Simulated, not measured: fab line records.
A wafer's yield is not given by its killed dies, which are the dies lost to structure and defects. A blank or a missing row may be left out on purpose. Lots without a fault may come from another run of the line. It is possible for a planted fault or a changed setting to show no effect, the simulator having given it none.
A struck lot beside a sound one	flow nand-harc	15 out of 1159 route steps
Sound: the wafers L543.1, L543.3, L543.4. The struck wafers were L550.2, L550.3, L550.6. At the end, the cause is stated.
Per side, at each step with rows, come the tool, then ch with its chambers, and then its first start. Under that, the readings that differ: sound wafers	struck wafers	difference of the means	sigmas: that difference in standard deviations of wafers without a fault.
alike: readings with means less than 2 such deviations apart, plus words and numbers identical on both sides. not compared: withheld readings, readings lacking a value on some wafer, bounds such as >300 that could conceal the same value, and numbers that have no deviation in the record and whose values overlap.
A row with sigmas, a row that says differs or no value, or rows on one side alone: a step with any of these is where the two part. Numbers that don't overlap but have no deviation are shown without sigmas and don't part them. Lack of a reading on every wafer of one side parts them only where that side has two or more wafers.

first, 2 steps without rows for these wafers: NHARC_THIN_TSV_PEB_10 (peb time 85 s); NHARC_THIN_TSV_DEVELOP_11 (time 70 s).
NHARC_THIN_TSV_CD_MEAS_12: the cd target is 1000 nm.
  sound on cd-sem-02 ch 0, day 19 00:09; struck on cd-sem-01 ch 0, day 20 18:14
  alike: cd-nm
then, 2 steps without rows for these wafers: NHARC_THIN_TSV_HARDBAKE_13 (time 80 s); NHARC_THIN_TSV_DESCUM_14 (chemistry O2, time 3 s).
NHARC_THIN_TSV_ETCH_44: etches the open film in CF4/O2, target depth 1594.2 nm, time 797.1 s.
  sound on rie-diel-08 ch 0,1,3, day 19 00:23; struck on rie-diel-09 ch 1,2, day 20 18:29
  alike: drypump-motor-current-A, oes-product-au, rf-vpp-V, showerhead-plenum-p-Torr, throttle-valve-pct
  not compared: rf-hours-counter-h
NHARC_THIN_TSV_ETCH_15: target depth 3000 nm, bosch target overetch cycles 2, bosch etch step 2.8 s.
  sound on rie-si-03 ch 1,2,3, day 19 00:58; struck on rie-si-02 ch 0,2, day 20 19:05
  alike: drypump-motor-current-A
  not compared: rf-hours-counter-h
NHARC_THIN_TSV_CD_MEAS_16:
  sound: cd-sem-01 at day 19 01:07; struck: cd-sem-02 at day 20 19:13
  alike: cd-nm
then, 2 steps without rows for these wafers: NHARC_THIN_TSV_STRIP_45 (strips in O2); NHARC_THIN_TSV_STRIP_46 (strips in post etch residue remover, time 1200 s).
NHARC_THIN_TSV_DEP_47: deposits SiO2, target thk 200 nm.
  sound on pecvd-02 ch 0,1, day 19 01:59; struck on pecvd-04 ch 0,1, day 20 20:08
  alike: throttle-valve-pct
NHARC_THIN_TSV_ETCHBACK_48: etches the open film in C4F8/Ar, target depth 1028.5 nm, time 405.17 s.
  sound on rie-diel-06 ch 0,1,2, day 19 02:23; struck on rie-diel-09 ch 1,3, day 20 20:31
  alike: oes-product-au, rf-vpp-V
  not compared: rf-hours-counter-h
NHARC_THIN_TSV_STRIP_62: strips in N2/H2, time 20 s.
  sound on plasma-asher-02 ch 0,1, day 19 02:45; struck on plasma-asher-02 ch 0,1, day 20 20:53
  no value came back on the struck wafers for drypump-motor-current-A (A), heater-power-w (W); on the sound wafers drypump-motor-current-A (A) reads 6.39 5.97 6.39
  not compared: rf-hours-counter-h
NHARC_THIN_TSV_DEGAS_49: time 120 s.
  sound: pvd-sputter-03 at day 19 02:57; struck: pvd-sputter-03 at day 20 21:02
  alike: heater-power-w
NHARC_END_SORT_01:
  the record has rows for the struck wafers here (prober-01 ch 0, day 21 10:52) and none for the sound ones

== WHERE THEY PART ==
At NHARC_THIN_TSV_STRIP_62 first; at NHARC_END_SORT_01 last (within this record only).

WHY: the cause the simulator had injected
Step skipped in full: plasma-asher-02, at NHARC_THIN_TSV_STRIP_62, from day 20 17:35 onward. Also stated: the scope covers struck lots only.
